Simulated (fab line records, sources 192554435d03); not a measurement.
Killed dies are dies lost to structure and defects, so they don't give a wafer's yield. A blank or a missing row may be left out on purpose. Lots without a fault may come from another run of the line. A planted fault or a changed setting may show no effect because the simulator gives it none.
Split-lot experiment | flow n5_finfet | 7 lots, 21 wafers read, on a route of 1938 steps

THE SPLIT
At N5_BEOL_M2_COAT_22 (resist thk 30 nm), the setting spin_rpm was moved away from the recipe's 1500 rpm on 6 of the 21 wafers read, by -8.9% to +10.7%. The other wafers ran this setting at the recipe's value.

FROM THE SPLIT TO THE READING: what the file shows between them, 6 steps
- N5_BEOL_M2_EBR_24
- N5_BEOL_M2_SOFTBAKE_23: time 60 s
- N5_BEOL_M2_EXPOSE_25: exposes mask V1, defocus 5 nm
- N5_BEOL_M2_PEB_26: peb time 60 s
- N5_BEOL_M2_DEVELOP_27: develop time 30 s
- N5_BEOL_M2_DESCUM_33: chemistry O2, time 7 s (also split here: time_s)

THE READING
CAR-EUV_of_BEOL_M2_COAT_22.thk_nm (the simulator's own value, which no gauge read), in nm, at N5_BEOL_M2_ETCH_77 (etches underlayer in N2/H2, target depth 6.5 nm, time 5.2 s). The file gives no usual value for it. The 15 wafers here that ran the recipe average 20.6 nm, standard deviation 0.4 nm.

wafer  | tool, chamber at the split | spin_rpm as run, rpm | against the recipe | CAR-EUV_of_BEOL_M2_COAT_22.thk_nm, nm | against lot-mates on the recipe
L077.2 | litho_track-04, 0          | 1366                 | -8.9%              | 21.8                                  | +2.2
L077.3 | litho_track-04, 0          | 1366                 | -8.9%              | 21                                    | +1.4
L077.4 | litho_track-04, 0          | 1500                 | recipe             | 19.6                                  | -
L078.2 | litho_track-04, 0          | 1500                 | recipe             | 20.4                                  | -
L078.5 | litho_track-04, 0          | 1500                 | recipe             | 21                                    | -
L078.6 | litho_track-04, 0          | 1644                 | +9.6%              | 19                                    | -1.7
L082.1 | litho_track-02, 0          | 1500                 | recipe             | 20.6                                  | -
L082.2 | litho_track-02, 0          | 1661                 | +10.7%             | 18.8                                  | -2.1
L082.5 | litho_track-02, 0          | 1500                 | recipe             | 21.2                                  | -
L088.1 | litho_track-03, 0          | 1500                 | recipe             | 20.4                                  | -
L088.3 | litho_track-03, 0          | 1500                 | recipe             | 20.4                                  | -
L088.4 | litho_track-03, 0          | 1500                 | recipe             | 20.4                                  | -
L089.2 | litho_track-02, 0          | 1500                 | recipe             | 21                                    | -
L089.3 | litho_track-02, 0          | 1500                 | recipe             | 21                                    | -
L089.4 | litho_track-02, 0          | 1500                 | recipe             | 20.2                                  | -
L096.1 | litho_track-02, 0          | 1372                 | -8.5%              | 22                                    | +1.6
L096.2 | litho_track-02, 0          | 1500                 | recipe             | 20.4                                  | -
L096.3 | litho_track-02, 0          | 1372                 | -8.5%              | 21.6                                  | +1.2
L094.1 | litho_track-03, 0          | 1500                 | recipe             | 21                                    | -
L094.2 | litho_track-03, 0          | 1500                 | recipe             | 20.4                                  | -
L094.3 | litho_track-03, 0          | 1500                 | recipe             | 20.8                                  | -

THE FIT
A straight line over all 21 wafers: CAR-EUV_of_BEOL_M2_COAT_22.thk_nm changes by -0.138 nm for each +1% of spin_rpm; r = -0.86; the points scatter about the line by 0.41 nm.
The same after taking each lot's own level away (the mean of its wafers on the recipe; 21 wafers): -0.185 nm for each +1%; r = -0.96; scatter 0.28 nm.
On that fit, the largest move of spin_rpm shifts the reading by 2 nm.
The lots' own levels span 19.60 to 20.90 nm, that is 3.2 times the standard deviation above.
So the lot-to-lot level changes the slope: the two fits differ.
Check: with one of the wafers moved furthest among these (+10.7%) left out of the fit, the line predicts -1.95 nm for it against its lot-mates. It came out at -2.1 nm against them.

OTHER SPLITS ON THESE WAFERS
These wafers also went through other splits before the reading. Each is held against what the fit with the lots' levels taken away leaves over:
other split on the same wafers   | wafers away from the commonest value | r with CAR-EUV_of_BEOL_M2_COAT_22.thk_nm (lot level and that fit taken away)
N5_BEOL_M0_CUTY_COAT_51 spin_rpm | 8                                    | -0.22
N5_BEOL_M1_PECVD_72 time_s       | 10                                   | -0.14
N5_BEOL_M2_DESCUM_33 time_s      | 9                                    | -0.54

THE WHOLE CHAIN: every reading that the file lists as answering this split, in the file's order
step                   | what it does                                                | reading                                                                            | change (the file's fit)                                                                | r (the file's)
N5_BEOL_M2_COAT_22     | resist thk 30 nm                                            | CAR-EUV_of_BEOL_M2_COAT_22.thk_nm (the simulator's own value, which no gauge read) | -0.153 nm for each +1% of the setting                                                  | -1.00
N5_BEOL_M2_DEVELOP_27  | develop time 30 s                                           | CAR-EUV_of_BEOL_M2_COAT_22.thk_nm (the simulator's own value, which no gauge read) | -0.142 nm for each +1% of the setting                                                  | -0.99
N5_BEOL_M2_DESCUM_33   | chemistry O2, time 7 s                                      | CAR-EUV_of_BEOL_M2_COAT_22.thk_nm (the simulator's own value, which no gauge read) | -0.185 nm for each +1% of the setting                                                  | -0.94
N5_BEOL_M2_ETCH_77     | etches underlayer in N2/H2, target depth 6.5 nm, time 5.2 s | CAR-EUV_of_BEOL_M2_COAT_22.thk_nm (the simulator's own value, which no gauge read) | -0.186 nm for each +1% of the setting                                                  | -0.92
N5_BEOL_M2_ETCH_69     | etches SiARC in CF4, target depth 15.6 nm, time 26 s        | CAR-EUV_of_BEOL_M2_COAT_22.thk_nm (the simulator's own value, which no gauge read) | -0.155 nm for each +1% of the setting, in a fit together with time_s@BEOL_M2_DESCUM_33 | 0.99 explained
N5_BEOL_M2_ETCHBACK_99 | etches SiO2 in CHF3, target depth 5 nm, time 10.4 s         | CAR-EUV_of_BEOL_M2_COAT_22.thk_nm (the simulator's own value, which no gauge read) | -0.154 nm for each +1% of the setting, in a fit together with time_s@BEOL_M2_DESCUM_33 | 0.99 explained

THE FILE'S OWN FIT
CAR-EUV_of_BEOL_M2_COAT_22.thk_nm changes by -0.186 nm for each +1% of spin_rpm, r = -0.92.
